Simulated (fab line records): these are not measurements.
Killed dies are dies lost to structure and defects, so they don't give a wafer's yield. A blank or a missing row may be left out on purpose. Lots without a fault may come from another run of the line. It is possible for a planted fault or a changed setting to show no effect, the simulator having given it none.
What tool caused it? -- flow nandHarc -- 6 lots with 18 wafers sampled at 3 steps, on a route of 1159 steps

== WHAT THE GAUGES READ, wafer by wafer ==
NHARC_P_CONTACT_INSPECT_14.
lot,measured,on,rawDefectCount
L256,day 6 08:16,defectInspect-01,2 4 5
L259,day 7 03:28,defectInspect-01,2 4 3
L263,day 8 07:16,defectInspect-01,2 3 4
L264,day 8 22:49,defectInspect-02,4 4 3
L269,day 9 17:55,defectInspect-01,875 873 795
L270,day 9 22:58,defectInspect-02,5 5 2

== WHICH TOOL RAN EACH LOT (tool, then ch and the chambers of the sampled wafers, then the start) ==
lot,NHARC_P_GATE_STRIP_113,NHARC_P_CONTACT_CMP_01
L256,"plasmaAsher-02 ch 0,1, day 6 04:05","cmp-04 ch 0,1,2, day 6 07:18"
L259,"plasmaAsher-02 ch 0,1, day 6 23:04","cmp-03 ch 0,1,3, day 7 02:35"
L263,"plasmaAsher-02 ch 0,1, day 8 02:58","cmp-03 ch 1,2,3, day 8 06:19"
L264,"plasmaAsher-01 ch 0,1, day 8 18:40","cmp-03 ch 0,1, day 8 21:52"
L269,"plasmaAsher-02 ch 0,1, day 9 13:40","cmp-03 ch 1,2,3, day 9 17:08"
L270,"plasmaAsher-02 ch 0,1, day 9 18:37","cmp-02 ch 0,2, day 9 22:07"
- NHARC_P_GATE_STRIP_113: strips in N2/H2, time 740 s.
- NHARC_P_CONTACT_CMP_01: polishes SiO2, target thk 200 nm.

== THE ANSWER, worked out from the rows above alone ==
Rule: the usual values come from the lots themselves. The widest of any qualifying gaps counts: lots, ordered by their means at a reading, are off when they make up no more than a third of the lots, leave a main group of 4 or more, and stand apart from it by 3 or more times the standard deviation of that group's means. If all means in a main group match to the digits the tables above print for the reading, that group is not used. Also off: a lot with no number at a reading for which 4 or more lots have one. Where the step has rows for the other lots, those lots are counted as sound.
Off, at NHARC_P_CONTACT_INSPECT_14 on rawDefectCount: L269. Mean 3.5 and standard deviation 0.4 in the main group.
A tool fits if, at a process step before that reading, it ran every lot that is off, and no sound lot after the first of them. Those tools and the gauges at NHARC_P_CONTACT_INSPECT_14 are tried in the same way. This does not decide it: 2 tools fit, namely cmp-03 at NHARC_P_CONTACT_CMP_01 and defectInspect-01 at NHARC_P_CONTACT_INSPECT_14.

== WHAT HAD BEEN PUT IN BY THE SIMULATOR ==
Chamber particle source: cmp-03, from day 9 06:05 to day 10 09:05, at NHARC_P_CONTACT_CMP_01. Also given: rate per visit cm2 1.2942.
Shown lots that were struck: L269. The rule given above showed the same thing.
